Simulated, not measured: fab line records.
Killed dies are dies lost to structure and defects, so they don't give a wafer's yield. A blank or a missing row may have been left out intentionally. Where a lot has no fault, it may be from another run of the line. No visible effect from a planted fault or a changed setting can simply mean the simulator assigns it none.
fab line records ; flow nandHarc
[record] lots = 24; wafers = 72; lastDay = 33
route steps=1302 shown P_M0@268 P_M1@310 P_M2@330
lots that met no fault: from a run of the same line without faults
startH: hours from the record's first day to the start of the lot's first wafer shown ; waitH: hours since the lot's step before ; " identical to the entry in the row above ; L1.1+2: one row covering several wafers at once ; - no value, or no start given ; * or withheld: withheld ; < > ~ a bound
route shown NAME@n: NAME is a module with steps in the file, n the number in the route of the first one ; usual: average and standard deviation across the fault-free wafers ; same: alike in all rows ; chamber/n: place in a boat ; sites: each site's reading ; _std_site: their standard deviation ; _edge_site: mean of outer sites minus mean of inner sites ; radiusMm: how far each site lies from the wafer's centre ; mask NAME#n: copy n ; behind: tool/chamber where the wafer was last shaped ; hold: cause of the lot's hold/its duration in hours/its outcome ; device: the n, p or np transistor that did not switch ; end of line: at the end of the route, the tests of the same wafers ; step lacking rows: just its recipe ; killed: dies lost to structure and defects at the first sort, not the wafer's yield ; map: dies across one wafer; x = killed, . = not, _ = none there
set.NAME: setting as actually run; set.NAME@STEP: the setting as run at that earlier step ; model.NAME: the simulator's own value behind a step, which no gauge read
steps of the route over a sample of lots; a table a step, a row a wafer
services: the hour from which a tool's chamber was out of use, counted from the record's first day as startH (under 0 if before that day), plus the number of hours and why
[[steps]]
[step NHARC_P_M0_ETCH_15]
[recipe] targetDepthA = 1500; overetchA = 150; timeS = 82.5; c4f8FlowSccm = withheld; arFlowSccm = 400; rfW = 600; biasW = 300; chemistry = C4F8/Ar
[usual] oesProductAu = 0.954/0.022; rfVppV = 440/3.1
lot.wafer;tool;chamber;startH;waitH;oesProductAu;rfHoursCounterH;rfVppV
L074.2;rieDiel-01;3;-;-;0.954;13;438
L074.4;rieDiel-01;1;-;-;0.976;14;437
L074.1;rieDiel-01;2;-;-;0.953;14;439
L075.3;rieDiel-03;1;-;-;0.909;46;445
L075.4;rieDiel-03;2;-;-;0.912;45;437
L075.1;rieDiel-03;3;-;-;0.928;51;444
L076.3;rieDiel-13;2;-;-;0.942;50;439
L076.2;rieDiel-13;3;-;-;0.923;50;441
L076.4;rieDiel-13;0;-;-;0.906;51;440
L077.1;rieDiel-13;3;-;-;0.924;56;441
L077.6;rieDiel-13;1;-;-;0.906;-;442
L077.5;rieDiel-13;2;-;-;0.940;-;438
L078.4;rieDiel-01;2;-;-;0.946;19;439
L078.3;rieDiel-01;3;-;-;0.953;20;437
L078.2;rieDiel-01;0;-;-;0.966;19;444
L079.3;rieDiel-13;3;-;-;0.955;0;443
L079.6;rieDiel-13;2;-;-;0.960;-;440
L079.5;rieDiel-13;3;-;-;0.951;-;444
L080.2;rieDiel-13;0;-;-;0.947;0;440
L080.1;rieDiel-13;2;-;-;0.925;0;438
L080.5;rieDiel-13;0;-;-;0.947;-;440
L081.3;rieDiel-01;3;-;-;0.966;28;436
L081.5;rieDiel-01;0;-;-;0.945;-;442
L081.4;rieDiel-01;3;-;-;0.961;-;439
L082.1;rieDiel-03;2;-;-;0.950;14;436
L082.2;rieDiel-03;1;-;-;0.953;15;445
L082.6;rieDiel-03;3;-;-;0.963;-;443
L083.4;rieDiel-03;2;-;-;0.967;15;437
L083.1;rieDiel-03;0;-;-;0.979;13;440
L083.5;rieDiel-03;2;-;-;0.965;-;437
L084.2;rieDiel-01;0;-;-;0.963;0;441
L084.3;rieDiel-01;3;-;-;0.960;0;438
L084.6;rieDiel-01;1;-;-;0.982;-;436
L085.3;rieDiel-03;0;-;-;0.980;23;441
L085.1;rieDiel-03;1;-;-;0.966;24;447
L085.6;rieDiel-03;1;-;-;0.972;-;446
L086.4;rieDiel-03;3;-;-;0.957;26;444
L086.2;rieDiel-03;0;-;-;0.989;25;441
L086.3;rieDiel-03;1;-;-;0.987;27;445
L087.3;rieDiel-01;1;-;-;0.971;4;435
L087.2;rieDiel-01;0;-;-;0.981;4;444
L087.6;rieDiel-01;2;-;-;0.967;-;439
L089.3;rieDiel-03;0;-;-;0.927;35;441
L089.5;rieDiel-03;0;-;-;0.927;-;442
L089.6;rieDiel-03;1;-;-;0.932;-;446
L088.3;rieDiel-13;3;-;-;0.957;34;442
L088.6;rieDiel-13;1;-;-;0.959;-;441
L088.4;rieDiel-13;2;-;-;0.987;-;437
L090.3;rieDiel-01;1;-;-;0.953;13;436
L090.1;rieDiel-01;2;-;-;0.957;13;439
L090.2;rieDiel-01;3;-;-;0.963;12;438
L092.4;rieDiel-01;2;-;-;0.960;15;439
L092.3;rieDiel-01;3;-;-;0.957;14;437
L092.5;rieDiel-01;2;-;-;0.962;-;439
L091.3;rieDiel-01;2;-;-;0.979;15;438
L091.2;rieDiel-01;3;-;-;0.968;14;437
L091.6;rieDiel-01;0;-;-;0.954;-;444
L093.2;rieDiel-01;2;-;-;0.917;16;438
L093.3;rieDiel-01;1;-;-;0.924;16;437
L093.5;rieDiel-01;3;-;-;0.916;-;436
L094.4;rieDiel-01;1;-;-;0.973;18;437
L094.3;rieDiel-01;2;-;-;0.977;19;439
L094.1;rieDiel-01;0;-;-;0.958;16;445
L095.3;rieDiel-01;0;-;-;0.959;17;443
L095.6;rieDiel-01;2;-;-;0.973;-;440
L095.5;rieDiel-01;3;-;-;0.962;-;437
L096.1;rieDiel-01;0;-;-;0.955;20;442
L096.3;rieDiel-01;2;-;-;0.991;23;440
L096.5;rieDiel-01;1;-;-;0.959;-;436
L097.4;rieDiel-01;2;-;-;0.984;24;439
L097.3;rieDiel-01;3;-;-;0.968;23;436
L097.2;rieDiel-01;1;-;-;0.940;23;437
[step NHARC_P_M0_INSPECT_27]
[usual] rawDefectCount = 305/120
lot.wafer;tool;chamber;startH;waitH;rawDefectCount
L074.1;defectInspect-01;-;124.12;0.0;342
L074.2;defectInspect-01;-;124.12;0.0;342
L074.4;defectInspect-01;-;124.12;0.0;340
L075.1;defectInspect-01;-;136.20;0.0;274
L075.3;defectInspect-01;-;136.20;0.0;596
L075.4;defectInspect-01;-;136.20;0.0;531
L076.2;defectInspect-01;-;145.95;0.0;716
L076.3;defectInspect-01;-;145.95;0.0;201
L076.4;defectInspect-01;-;145.95;0.0;264
L077.1;defectInspect-02;-;158.76;0.0;309
L077.5;defectInspect-02;-;158.76;0.0;376
L077.6;defectInspect-02;-;158.76;0.0;385
L078.2;defectInspect-01;-;162.88;0.0;248
L078.3;defectInspect-01;-;162.88;0.0;360
L078.4;defectInspect-01;-;162.88;0.0;239
L079.3;defectInspect-01;-;178.81;0.0;280
L079.5;defectInspect-01;-;178.81;0.0;134
L079.6;defectInspect-01;-;178.81;0.0;186
L080.1;defectInspect-01;-;179.97;0.0;249
L080.2;defectInspect-01;-;179.97;0.0;167
L080.5;defectInspect-01;-;179.97;0.0;172
L081.3;defectInspect-01;-;195.59;0.0;268
L081.4;defectInspect-01;-;195.59;0.0;279
L081.5;defectInspect-01;-;195.59;0.0;340
L082.1;defectInspect-02;-;206.53;0.0;345
L082.2;defectInspect-02;-;206.53;0.0;304
L082.6;defectInspect-02;-;206.53;0.0;379
L083.1;defectInspect-01;-;212.11;0.0;403
L083.4;defectInspect-01;-;212.11;0.0;271
L083.5;defectInspect-01;-;212.11;0.0;433
L084.2;defectInspect-02;-;219.43;0.0;194
L084.3;defectInspect-02;-;219.43;0.0;246
L084.6;defectInspect-02;-;219.43;0.0;136
L085.1;defectInspect-02;-;237.10;0.0;201
L085.3;defectInspect-02;-;237.10;0.0;283
L085.6;defectInspect-02;-;237.10;0.0;313
L086.2;defectInspect-02;-;244.82;0.0;341
L086.3;defectInspect-02;-;244.82;0.0;371
L086.4;defectInspect-02;-;244.82;0.0;346
L087.2;defectInspect-02;-;250.26;0.0;223
L087.3;defectInspect-02;-;250.26;0.0;333
L087.6;defectInspect-02;-;250.26;0.0;186
L089.3;defectInspect-01;-;271.15;0.0;299
L089.5;defectInspect-01;-;271.15;0.0;278
L089.6;defectInspect-01;-;271.15;0.0;584
L088.3;defectInspect-01;-;271.93;0.0;567
L088.4;defectInspect-01;-;271.93;0.0;523
L088.6;defectInspect-01;-;271.93;0.0;558
L090.1;defectInspect-02;-;288.04;0.0;480
L090.2;defectInspect-02;-;288.04;0.0;293
L090.3;defectInspect-02;-;288.04;0.0;269
L092.3;defectInspect-01;-;302.30;0.0;209
L092.4;defectInspect-01;-;302.30;0.0;242
L092.5;defectInspect-01;-;302.30;0.0;315
L091.2;defectInspect-01;-;309.21;0.0;198
L091.3;defectInspect-01;-;309.21;0.0;260
L091.6;defectInspect-01;-;309.21;0.0;236
L093.2;defectInspect-02;-;315.71;0.0;281
L093.3;defectInspect-02;-;315.71;0.0;375
L093.5;defectInspect-02;-;315.71;0.0;273
L094.1;defectInspect-02;-;324.87;0.0;211
L094.3;defectInspect-02;-;324.87;0.0;373
L094.4;defectInspect-02;-;324.87;0.0;249
L095.3;defectInspect-01;-;329.10;0.0;262
L095.5;defectInspect-01;-;329.10;0.0;241
L095.6;defectInspect-01;-;329.10;0.0;337
L096.1;defectInspect-02;-;347.76;0.0;429
L096.3;defectInspect-02;-;347.76;0.0;112
L096.5;defectInspect-02;-;347.76;0.0;94
L097.2;defectInspect-01;-;351.59;0.0;210
L097.3;defectInspect-01;-;351.59;0.0;251
L097.4;defectInspect-01;-;351.59;0.0;334
[step NHARC_P_M1_ANNEAL_31]
[recipe] tempC = 225; timeS = 90
[usual] wafer_temp_C_max = 225.94/0.25
lot.wafer;tool;chamber;startH;waitH;wafer_temp_C_max
L074.1;rtpAnneal-02;0;127.93;-;225.91
L074.2;rtpAnneal-02;0;127.93;-;226.21
L074.4;rtpAnneal-02;0;127.93;-;226.47
L075.1;rtpAnneal-01;0;139.53;-;225.75
L075.3;rtpAnneal-01;0;139.53;-;226.04
L075.4;rtpAnneal-01;0;139.53;-;225.73
L076.2;rtpAnneal-02;0;149.22;0.3;225.72
L076.3;rtpAnneal-02;0;149.22;0.3;225.57
L076.4;rtpAnneal-02;0;149.22;0.3;225.76
L077.1;rtpAnneal-01;0;162.36;0.3;226.01
L077.5;rtpAnneal-01;0;162.36;0.3;225.94
L077.6;rtpAnneal-01;0;162.36;0.3;225.89
L078.2;rtpAnneal-01;0;166.14;0.3;226.71
L078.3;rtpAnneal-01;0;166.14;0.3;225.85
L078.4;rtpAnneal-01;0;166.14;0.3;226.32
L079.3;rtpAnneal-02;0;182.27;0.3;225.32
L079.5;rtpAnneal-02;0;182.27;0.3;225.58
L079.6;rtpAnneal-02;0;182.27;0.3;225.54
L080.1;rtpAnneal-01;0;183.15;0.3;226.27
L080.2;rtpAnneal-01;0;183.15;0.3;226.52
L080.5;rtpAnneal-01;0;183.15;0.3;226.02
L081.3;rtpAnneal-02;0;198.92;-;225.92
L081.4;rtpAnneal-02;0;198.92;-;225.74
L081.5;rtpAnneal-02;0;198.92;-;225.93
L082.1;rtpAnneal-01;0;209.85;0.3;226.20
L082.2;rtpAnneal-01;0;209.85;0.3;226.07
L082.6;rtpAnneal-01;0;209.85;0.3;225.95
L083.1;rtpAnneal-01;0;215.44;-;226.35
L083.4;rtpAnneal-01;0;215.44;-;225.88
L083.5;rtpAnneal-01;0;215.44;-;225.67
L084.2;rtpAnneal-01;0;222.71;0.4;225.97
L084.3;rtpAnneal-01;0;222.71;0.4;225.62
L084.6;rtpAnneal-01;0;222.71;0.4;226.00
L085.1;rtpAnneal-02;0;240.43;-;225.79
L085.3;rtpAnneal-02;0;240.43;-;225.80
L085.6;rtpAnneal-02;0;240.43;-;226.06
L086.2;rtpAnneal-01;0;248.24;0.3;226.02
L086.3;rtpAnneal-01;0;248.24;0.3;225.92
L086.4;rtpAnneal-01;0;248.24;0.3;225.70
L087.2;rtpAnneal-01;0;253.76;0.3;225.67
L087.3;rtpAnneal-01;0;253.76;0.3;225.91
L087.6;rtpAnneal-01;0;253.76;0.3;225.80
L089.3;rtpAnneal-01;0;274.44;0.3;226.02
L089.5;rtpAnneal-01;0;274.44;0.3;226.16
L089.6;rtpAnneal-01;0;274.44;0.3;226.46
L088.3;rtpAnneal-02;0;275.27;0.3;225.89
L088.4;rtpAnneal-02;0;275.27;0.3;226.00
L088.6;rtpAnneal-02;0;275.27;0.3;225.98
L090.1;rtpAnneal-02;0;291.36;-;225.78
L090.2;rtpAnneal-02;0;291.36;-;225.62
L090.3;rtpAnneal-02;0;291.36;-;226.09
L092.3;rtpAnneal-02;0;305.62;0.3;225.75
L092.4;rtpAnneal-02;0;305.62;0.3;226.09
L092.5;rtpAnneal-02;0;305.62;0.3;225.59
L091.2;rtpAnneal-01;0;312.81;0.4;226.12
L091.3;rtpAnneal-01;0;312.81;0.4;226.37
L091.6;rtpAnneal-01;0;312.81;0.4;226.06
L093.2;rtpAnneal-01;0;319.23;-;226.13
L093.3;rtpAnneal-01;0;319.23;-;226.04
L093.5;rtpAnneal-01;0;319.23;-;226.27
L094.1;rtpAnneal-02;0;328.46;-;225.53
L094.3;rtpAnneal-02;0;328.46;-;225.50
L094.4;rtpAnneal-02;0;328.46;-;225.73
L095.3;rtpAnneal-01;0;332.40;-;226.28
L095.5;rtpAnneal-01;0;332.40;-;225.89
L095.6;rtpAnneal-01;0;332.40;-;226.34
L096.1;rtpAnneal-01;0;351.08;-;225.88
L096.3;rtpAnneal-01;0;351.08;-;226.09
L096.5;rtpAnneal-01;0;351.08;-;225.96
L097.2;rtpAnneal-01;0;355.08;-;225.80
L097.3;rtpAnneal-01;0;355.08;-;225.96
L097.4;rtpAnneal-01;0;355.08;-;226.24
[step NHARC_P_M1_PRE_CLEAN_32]
[recipe] timeS = 12; tempC = 370; rfPowerW = 300; gas = NH3
[usual] heaterPowerOuterW = 364/46; heaterPowerW = 640/74
lot.wafer;tool;chamber;startH;waitH;heaterPowerOuterW;heaterPowerW
L074.2;pecvd-02;2;128.81;0.1;393;694
L074.1;pecvd-02;0;128.81;0.1;357;594
L074.4;pecvd-02;0;128.81;0.1;347;601
L075.3;pecvd-02;0;140.75;0.1;434;719
L075.1;pecvd-02;1;140.75;0.1;338;580
L075.4;pecvd-02;1;140.75;0.1;325;563
L076.2;pecvd-04;2;150.06;0.1;395;639
L076.3;pecvd-04;1;150.06;0.1;441;723
L076.4;pecvd-04;0;150.06;0.1;432;816
L077.1;pecvd-01;0;163.25;0.1;372;620
L077.6;pecvd-01;2;163.25;0.1;346;627
L077.5;pecvd-01;0;163.25;0.1;372;626
L078.3;pecvd-01;1;166.98;0.1;256;480
L078.2;pecvd-01;2;166.98;0.1;398;734
L078.4;pecvd-01;1;166.98;0.1;256;485
L079.3;pecvd-01;2;183.07;0.1;348;657
L079.6;pecvd-01;2;183.07;0.1;356;670
L079.5;pecvd-01;0;183.07;0.1;363;605
L080.1;pecvd-02;0;184.04;0.1;427;717
L080.2;pecvd-02;1;184.04;0.1;303;535
L080.5;pecvd-02;2;184.04;0.1;334;636
L081.3;pecvd-01;2;199.72;0.1;377;707
L081.4;pecvd-01;0;199.72;0.1;382;663
L081.5;pecvd-01;1;199.72;0.1;310;566
L082.2;pecvd-01;1;210.74;0.1;302;552
L082.1;pecvd-01;2;210.74;0.1;374;686
L082.6;pecvd-01;0;210.74;0.1;361;594
L083.1;pecvd-04;2;216.33;0.1;393;610
L083.4;pecvd-04;0;216.33;0.1;336;701
L083.5;pecvd-04;1;216.33;0.1;458;737
L084.3;pecvd-04;0;223.55;0.1;343;710
L084.2;pecvd-04;1;223.55;0.1;424;686
L084.6;pecvd-04;0;223.55;0.1;349;710
L085.3;pecvd-01;0;241.31;0.1;361;624
L085.1;pecvd-01;2;241.31;0.1;395;710
L085.6;pecvd-01;2;241.31;0.1;373;711
L086.3;pecvd-04;2;249.09;0.1;332;519
L086.2;pecvd-04;0;249.09;0.1;393;782
L086.4;pecvd-04;0;249.09;0.1;401;785
L087.2;pecvd-02;0;254.59;0.1;412;674
L087.3;pecvd-02;1;254.59;0.1;404;693
L087.6;pecvd-02;0;254.59;0.1;404;663
L089.3;pecvd-01;2;275.25;0.1;397;705
L089.6;pecvd-01;0;275.25;0.1;351;582
L089.5;pecvd-01;1;275.25;0.1;282;521
L088.3;pecvd-01;1;276.05;0.1;259;495
L088.6;pecvd-01;2;276.05;0.1;373;701
L088.4;pecvd-01;0;276.05;0.1;363;628
L090.1;pecvd-02;0;292.25;0.1;405;659
L090.3;pecvd-02;1;292.25;0.1;386;673
L090.2;pecvd-02;2;292.25;0.1;295;602
L092.3;pecvd-02;0;306.42;0.1;415;677
L092.4;pecvd-02;1;306.42;0.1;397;669
L092.5;pecvd-02;2;306.42;0.1;394;688
L091.2;pecvd-02;2;313.66;0.1;348;638
L091.3;pecvd-02;1;313.66;0.1;357;629
L091.6;pecvd-02;2;313.66;0.1;336;648
L093.2;pecvd-02;2;320.06;0.1;372;713
L093.3;pecvd-02;2;320.06;0.1;387;691
L093.5;pecvd-02;1;320.06;0.1;349;598
L094.1;pecvd-01;2;329.34;0.1;333;634
L094.3;pecvd-01;0;329.34;0.1;324;562
L094.4;pecvd-01;2;329.34;0.1;328;646
L095.3;pecvd-04;2;333.19;0.1;352;551
L095.5;pecvd-04;1;333.19;0.1;443;714
L095.6;pecvd-04;2;333.19;0.1;359;545
L096.3;pecvd-02;1;352.01;0.1;394;650
L096.1;pecvd-02;2;352.01;0.1;325;628
L096.5;pecvd-02;2;352.01;0.1;321;631
L097.2;pecvd-04;1;355.91;0.1;377;626
L097.3;pecvd-04;2;355.91;0.1;328;520
L097.4;pecvd-04;0;355.91;0.1;405;762
[step NHARC_P_M1_DEP_33]
[recipe] targetThkA = 300; tempC = 370; targetThkNm = 30; pressureTorr = 3; flowSccm = 200; rfW = 450; material = SiCN
[usual] heaterPowerOuterW = 327/44; heaterPowerW = 591/76
lot.wafer;tool;chamber;startH;waitH;heaterPowerOuterW;heaterPowerW
L074.2;pecvd-02;2;128.89;0.1;350;651
L074.1;pecvd-02;0;128.89;0.1;342;587
L074.4;pecvd-02;0;128.89;0.1;348;570
L075.3;pecvd-02;0;140.86;0.1;369;610
L075.1;pecvd-02;1;140.86;0.1;286;523
L075.4;pecvd-02;1;140.86;0.1;293;506
L076.2;pecvd-04;2;150.13;0.1;325;535
L076.3;pecvd-04;1;150.13;0.1;387;636
L076.4;pecvd-04;0;150.13;0.1;339;702
L077.1;pecvd-01;0;163.36;0.1;317;560
L077.6;pecvd-01;2;163.36;0.1;333;655
L077.5;pecvd-01;0;163.36;0.1;318;563
L078.3;pecvd-01;1;167.06;0.1;251;492
L078.2;pecvd-01;2;167.06;0.1;363;681
L078.4;pecvd-01;1;167.06;0.1;252;476
L079.3;pecvd-01;2;183.18;0.1;329;652
L079.6;pecvd-01;2;183.18;0.1;335;645
L079.5;pecvd-01;0;183.18;0.1;336;556
L080.1;pecvd-02;0;184.11;0.1;387;632
L080.2;pecvd-02;1;184.11;0.1;324;557
L080.5;pecvd-02;2;184.11;0.1;317;616
L081.3;pecvd-01;2;199.86;0.1;347;652
L081.4;pecvd-01;0;199.86;0.1;327;571
L081.5;pecvd-01;1;199.86;0.1;270;503
L082.2;pecvd-01;1;210.85;0.1;223;435
L082.1;pecvd-01;2;210.85;0.1;316;622
L082.6;pecvd-01;0;210.85;0.1;297;560
L083.1;pecvd-04;2;216.41;0.1;286;476
L083.4;pecvd-04;0;216.41;0.1;378;758
L083.5;pecvd-04;1;216.41;0.1;394;649
L084.3;pecvd-04;0;223.63;0.1;410;768
L084.2;pecvd-04;1;223.63;0.1;345;567
L084.6;pecvd-04;0;223.63;0.1;400;770
L085.3;pecvd-01;0;241.39;0.1;339;587
L085.1;pecvd-01;2;241.39;0.1;358;680
L085.6;pecvd-01;2;241.39;0.1;347;661
L086.3;pecvd-04;2;249.20;0.1;345;555
L086.2;pecvd-04;0;249.20;0.1;314;651
L086.4;pecvd-04;0;249.20;0.1;311;648
L087.2;pecvd-02;0;254.66;0.1;362;613
L087.3;pecvd-02;1;254.66;0.1;367;633
L087.6;pecvd-02;0;254.66;0.1;361;605
L089.3;pecvd-01;2;275.39;0.1;325;617
L089.6;pecvd-01;0;275.39;0.1;353;584
L089.5;pecvd-01;1;275.39;0.1;255;485
L088.3;pecvd-01;1;276.13;0.1;245;470
L088.6;pecvd-01;2;276.13;0.1;334;651
L088.4;pecvd-01;0;276.13;0.1;357;602
L090.1;pecvd-02;0;292.32;0.1;351;593
L090.3;pecvd-02;1;292.32;0.1;354;604
L090.2;pecvd-02;2;292.32;0.1;344;646
L092.3;pecvd-02;0;306.56;0.1;336;582
L092.4;pecvd-02;1;306.56;0.1;345;627
L092.5;pecvd-02;2;306.56;0.1;290;589
L091.2;pecvd-02;2;313.83;0.1;295;567
L091.3;pecvd-02;1;313.83;0.1;277;519
L091.6;pecvd-02;2;313.83;0.1;297;593
L093.2;pecvd-02;2;320.18;0.1;308;614
L093.3;pecvd-02;2;320.18;0.1;309;612
L093.5;pecvd-02;1;320.18;0.1;328;580
L094.1;pecvd-01;2;329.42;0.1;375;717
L094.3;pecvd-01;0;329.42;0.1;274;515
L094.4;pecvd-01;2;329.42;0.1;376;687
L095.3;pecvd-04;2;333.30;0.1;298;480
L095.5;pecvd-04;1;333.30;0.1;419;699
L095.6;pecvd-04;2;333.30;0.1;295;490
L096.3;pecvd-02;1;352.12;0.1;335;615
L096.1;pecvd-02;2;352.12;0.1;308;622
L096.5;pecvd-02;2;352.12;0.1;327;621
L097.2;pecvd-04;1;355.99;0.1;406;675
L097.3;pecvd-04;2;355.99;0.1;320;506
L097.4;pecvd-04;0;355.99;0.1;373;738
[step NHARC_P_M2_INSPECT_11]
[usual] rawDefectCount = 4.4/2.6
lot.wafer;tool;chamber;startH;waitH;rawDefectCount
L074.1;defectInspect-01;-;130.11;0.0;2
L074.2;defectInspect-01;-;130.11;0.0;6
L074.4;defectInspect-01;-;130.11;0.0;1
L075.1;defectInspect-01;-;142.19;0.0;4
L075.3;defectInspect-01;-;142.19;0.0;8
L075.4;defectInspect-01;-;142.19;0.0;6
L076.2;defectInspect-01;-;151.53;0.0;4
L076.3;defectInspect-01;-;151.53;0.0;4
L076.4;defectInspect-01;-;151.53;0.0;10
L077.1;defectInspect-01;-;164.59;0.0;4
L077.5;defectInspect-01;-;164.59;0.0;11
L077.6;defectInspect-01;-;164.59;0.0;2
L078.2;defectInspect-02;-;168.28;0.0;2
L078.3;defectInspect-02;-;168.28;0.0;7
L078.4;defectInspect-02;-;168.28;0.0;3
L079.3;defectInspect-02;-;184.37;0.0;6
L079.5;defectInspect-02;-;184.37;0.0;2
L079.6;defectInspect-02;-;184.37;0.0;5
L080.1;defectInspect-02;-;185.48;0.0;5
L080.2;defectInspect-02;-;185.48;0.0;7
L080.5;defectInspect-02;-;185.48;0.0;4
L081.3;defectInspect-01;-;201.02;0.0;4
L081.4;defectInspect-01;-;201.02;0.0;2
L081.5;defectInspect-01;-;201.02;0.0;7
L082.1;defectInspect-02;-;212.14;0.0;1
L082.2;defectInspect-02;-;212.14;0.0;3
L082.6;defectInspect-02;-;212.14;0.0;5
L083.1;defectInspect-02;-;217.65;0.0;3
L083.4;defectInspect-02;-;217.65;0.0;3
L083.5;defectInspect-02;-;217.65;0.0;4
L084.2;defectInspect-02;-;225.00;0.0;9
L084.3;defectInspect-02;-;225.00;0.0;12
L084.6;defectInspect-02;-;225.00;0.0;6
L085.1;defectInspect-02;-;242.76;0.0;3
L085.3;defectInspect-02;-;242.76;0.0;4
L085.6;defectInspect-02;-;242.76;0.0;1
L086.2;defectInspect-02;-;250.54;0.0;2
L086.3;defectInspect-02;-;250.54;0.0;1
L086.4;defectInspect-02;-;250.54;0.0;2
L087.2;defectInspect-02;-;256.04;0.0;0
L087.3;defectInspect-02;-;256.04;0.0;3
L087.6;defectInspect-02;-;256.04;0.0;6
L089.3;defectInspect-01;-;276.67;0.0;12
L089.5;defectInspect-01;-;276.67;0.0;8
L089.6;defectInspect-01;-;276.67;0.0;9
L088.3;defectInspect-01;-;277.51;0.0;3
L088.4;defectInspect-01;-;277.51;0.0;2
L088.6;defectInspect-01;-;277.51;0.0;4
L090.1;defectInspect-02;-;293.70;0.0;4
L090.2;defectInspect-02;-;293.70;0.0;1
L090.3;defectInspect-02;-;293.70;0.0;3
L092.3;defectInspect-01;-;307.85;0.0;3
L092.4;defectInspect-01;-;307.85;0.0;2
L092.5;defectInspect-01;-;307.85;0.0;4
L091.2;defectInspect-01;-;315.26;0.0;3
L091.3;defectInspect-01;-;315.26;0.0;3
L091.6;defectInspect-01;-;315.26;0.0;6
L093.2;defectInspect-02;-;321.68;0.0;3
L093.3;defectInspect-02;-;321.68;0.0;6
L093.5;defectInspect-02;-;321.68;0.0;6
L094.1;defectInspect-02;-;330.66;0.0;5
L094.3;defectInspect-02;-;330.66;0.0;2
L094.4;defectInspect-02;-;330.66;0.0;2
L095.3;defectInspect-01;-;334.60;0.0;2
L095.5;defectInspect-01;-;334.60;0.0;6
L095.6;defectInspect-01;-;334.60;0.0;3
L096.1;defectInspect-02;-;353.48;0.0;7
L096.3;defectInspect-02;-;353.48;0.0;5
L096.5;defectInspect-02;-;353.48;0.0;12
L097.2;defectInspect-01;-;357.34;0.0;4
L097.3;defectInspect-01;-;357.34;0.0;4
L097.4;defectInspect-01;-;357.34;0.0;3
[[services]]
tool;chamber;startH;hours;kind
rieDiel-01;0;107.21;12.3;repair
pecvd-01;-;129.33;3.0;repair
pecvd-01;-;132.34;13.0;pm
pecvd-01;0;132.34;13.0;ventCycle
rieDiel-03;2;154.62;9.7;repair
rieDiel-03;-;160.34;9.0;pm
rieDiel-13;-;165.67;9.0;pm
pecvd-04;-;172.68;0.6;repair
rieDiel-01;1;184.10;23.6;repair
rieDiel-03;0;192.77;6.0;repair
rieDiel-01;-;203.94;9.0;pm
pecvd-02;-;227.18;13.0;pm
rieDiel-03;3;233.18;4.3;repair
rieDiel-13;2;256.24;3.6;repair
rieDiel-13;0;265.24;8.2;repair
pecvd-04;-;269.03;13.0;pm
rieDiel-03;0;288.19;4.1;repair
pecvd-04;-;307.95;3.4;repair
pecvd-02;0;313.10;8.2;repair
rieDiel-01;0;313.18;5.8;repair
pecvd-01;-;313.34;13.0;pm
rieDiel-03;-;338.03;9.0;pm
pecvd-01;-;342.15;15.5;repair
rieDiel-13;-;342.98;9.0;pm
[[key]]
fault none
